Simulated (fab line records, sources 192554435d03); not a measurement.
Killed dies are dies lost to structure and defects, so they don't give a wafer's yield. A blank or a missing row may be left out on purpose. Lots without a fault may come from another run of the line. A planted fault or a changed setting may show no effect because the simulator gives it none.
Problem report in the 8D (eight disciplines) form, filled by code | flow n5_finfet | the parts of the form that need people (team, actions taken, sign-off) are left out

1. THE PROBLEM
sort_bin_8_speed at N5_PASSIVATION_PROBE_49 reads a mean of 82.10 % on 6 wafers of 2 lots; wafers without a fault read 0.00 % with a standard deviation of 0.007. That is +99 or more standard deviations from the usual mean.
First seen on wafer L466.1, day 16 20:58, on prober-02. The record holds 35 wafers of 12 lots with a number at this step. Rule for "out", or "out of limits": more than 4 standard deviations from the usual mean. The other wafers with a number count as sound.

2. WHAT IT IS AND WHAT IT IS NOT
question                    | is                                                                                                                        | is not
which readings at this step | sort_bin_8_speed, defect_limited_yield, killed_at_M0_to_M3, killed_dies, sort_bin_5_function, sort_n_pass, sort_yield_pct | killed_at_M4_up, killed_at_contacts, killed_at_front_end, killed_at_other, killed_open, killed_short, sort_bin_6_memory
which lots                  | L466, L467                                                                                                                | L449, L452, L453, L455, L456, L460, L461, L462, L464, L465
which wafers of those lots  | all that have a number                                                                                                    | -
read on which tools         | prober-01, prober-02                                                                                                      | -
when                        | from day 16 20:58                                                                                                         | up to then (26 sound wafers); but 3 sound wafers of L465 came after

3. SUSPECTS, AND WHAT RULES EACH OUT
Counting: a tool at a process step up to the reading stays a suspect if it ran every lot that is out and no sound lot after the first of them.
- cvd_co-01 at N5_BEOL_M0_CO_CAP_123 (material Co, precursor CCTBA/H2, target thk 2 nm, time 102.1 s): kept. It ran every lot that is out, first L466 (day 10 16:22), and no sound lot after that; its last sound lot up to then is L465 (day 10 12:52).
- rie_metal-03 at N5_PASSIVATION_AL_ETCH_33 (etches Al in Cl2/BCl3, stops on TaN, target depth 2800 nm, time 466.7 s): kept. It ran every lot that is out, first L466 (day 16 16:07), and no sound lot after that; its last sound lot up to then is L455 (day 13 14:40).
Left after counting: cvd_co-01 at N5_BEOL_M0_CO_CAP_123, rie_metal-03 at N5_PASSIVATION_AL_ETCH_33.

4. THE CAUSE (what the simulator had put in)
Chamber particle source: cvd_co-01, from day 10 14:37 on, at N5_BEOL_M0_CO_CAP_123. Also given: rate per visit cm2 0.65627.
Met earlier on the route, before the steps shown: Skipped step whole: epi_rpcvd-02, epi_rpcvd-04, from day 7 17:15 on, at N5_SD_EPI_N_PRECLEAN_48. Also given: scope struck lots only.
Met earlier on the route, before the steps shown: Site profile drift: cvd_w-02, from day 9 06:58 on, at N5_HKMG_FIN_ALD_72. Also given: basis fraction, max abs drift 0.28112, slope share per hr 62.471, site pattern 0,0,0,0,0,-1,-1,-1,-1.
Counting left 2 suspects, and this tool is among them.

5. THE CHAIN OF EFFECTS, in route order
Each row: a reading whose mean over the struck wafers that have a number lies more than 3 standard deviations from the usual. Only readings for which the record gives a usual standard deviation are gone through. hours: the time from each lot's start at the first step in this table that gives one to its start at this step, as a median over the lots. sigmas: the change in usual standard deviations.
hours | step                    | reading              | usual  | on struck wafers | change | sigmas
0     | N5_PASSIVATION_PROBE_49 | defect_limited_yield | 91.0 % | 82.1             | -8.9   | -5.9
0     | N5_PASSIVATION_PROBE_49 | killed_at_M0_to_M3   | 34     | 142              | +108   | +9.8
0     | N5_PASSIVATION_PROBE_49 | killed_dies          | 106    | 211              | +105   | +6.2
0     | N5_PASSIVATION_PROBE_49 | sort_bin_5_function  | 5.2 %  | 11.6             | +6.4   | +6.6
0     | N5_PASSIVATION_PROBE_49 | sort_bin_8_speed     | 0.00 % | 82.10            | +82.10 | +99 or more
0     | N5_PASSIVATION_PROBE_49 | sort_n_pass          | 1074   | 0                | -1074  | -63
0     | N5_PASSIVATION_PROBE_49 | sort_yield_pct       | 91.0 % | 0.0              | -91.0  | -61
The process steps in it:
- N5_PASSIVATION_PROBE_49

6. WHAT WOULD HAVE CAUGHT IT SOONER
In this record the first reading out of limits was taken at day 16 20:58, 150 hours after the fault began at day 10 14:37.
Of the tool readings at N5_BEOL_M0_CO_CAP_123 for which the record gives a usual standard deviation, none was out on any struck wafer, so an alarm limit of 4 standard deviations on them would not have fired.
All the lots that are out (2) had begun N5_BEOL_M0_CO_CAP_123 on cvd_co-01 by day 16 20:58. A hold on the tool at that time would have spared none of them.
